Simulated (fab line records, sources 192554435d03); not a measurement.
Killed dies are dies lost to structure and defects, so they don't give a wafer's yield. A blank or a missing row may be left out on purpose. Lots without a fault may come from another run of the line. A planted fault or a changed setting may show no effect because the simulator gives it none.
Chamber matching | flow n5_finfet | N5_BEOL_M11_DEP_56 on pecvd-01: 3 sister chambers
The step deposits SiCN from 3MS/NH3, target thk 30 nm, time 10.5 s. 6 wafers are shown with their chamber, then 10 later ones without.

WAFERS WITH THEIR CHAMBER
wafer  | chamber | throttle_valve_pct (%) | showerhead_plenum_p_Torr (Torr)
L083.4 | 2       | 17.0                   | 4.173
L086.3 | 0       | 19.4                   | 4.157
L086.5 | 2       | 17.4                   | 4.172
L086.6 | 1       | 17.2                   | 4.197
L089.1 | 0       | 19.2                   | 4.160
L089.2 | 1       | 17.2                   | 4.193

WAFERS WITHOUT THEIR CHAMBER
wafer  | throttle_valve_pct (%) | showerhead_plenum_p_Torr (Torr)
L089.5 | 17.0                   | 4.182
L091.3 | 17.1                   | 4.198
L091.4 | 17.1                   | 4.182
L091.6 | 19.5                   | 4.155
L093.1 | 17.1                   | 4.206
L093.3 | 19.2                   | 4.152
L093.6 | 19.7                   | 4.146
L096.1 | 17.0                   | 4.197
L096.5 | 19.3                   | 4.154
L096.6 | 17.4                   | 4.173

WHICH CHAMBER EACH WENT THROUGH
wafer  | from the rows above     | in truth
L089.5 | can't be placed: 2 or 1 | 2
L091.3 | 1                       | 1
L091.4 | can't be placed: 2 or 1 | 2
L091.6 | 0                       | 0
L093.1 | 1                       | 1
L093.3 | 0                       | 0
L093.6 | 0                       | 0
L096.1 | 1                       | 1
L096.5 | 0                       | 0
L096.6 | 2                       | 2
Placed correctly: 8 of 10. Can't be placed from these rows: 2 (the true chamber is among the candidates in 2). Placed wrongly: 0.
How it was worked out, from the rows above alone: a wafer's distance from a chamber is the root of the sum, over the readings, of the square of ((its reading less the chamber's mean) divided by the reading's scatter). The wafer belongs to the nearest chamber; if the next one is less than 2 further off, it can't be placed. A chamber's mean is the mean of its shown wafers. The scatter: the root of (the sum of the squares of (reading less its chamber's mean) over the shown wafers, divided by (wafers less chambers)).
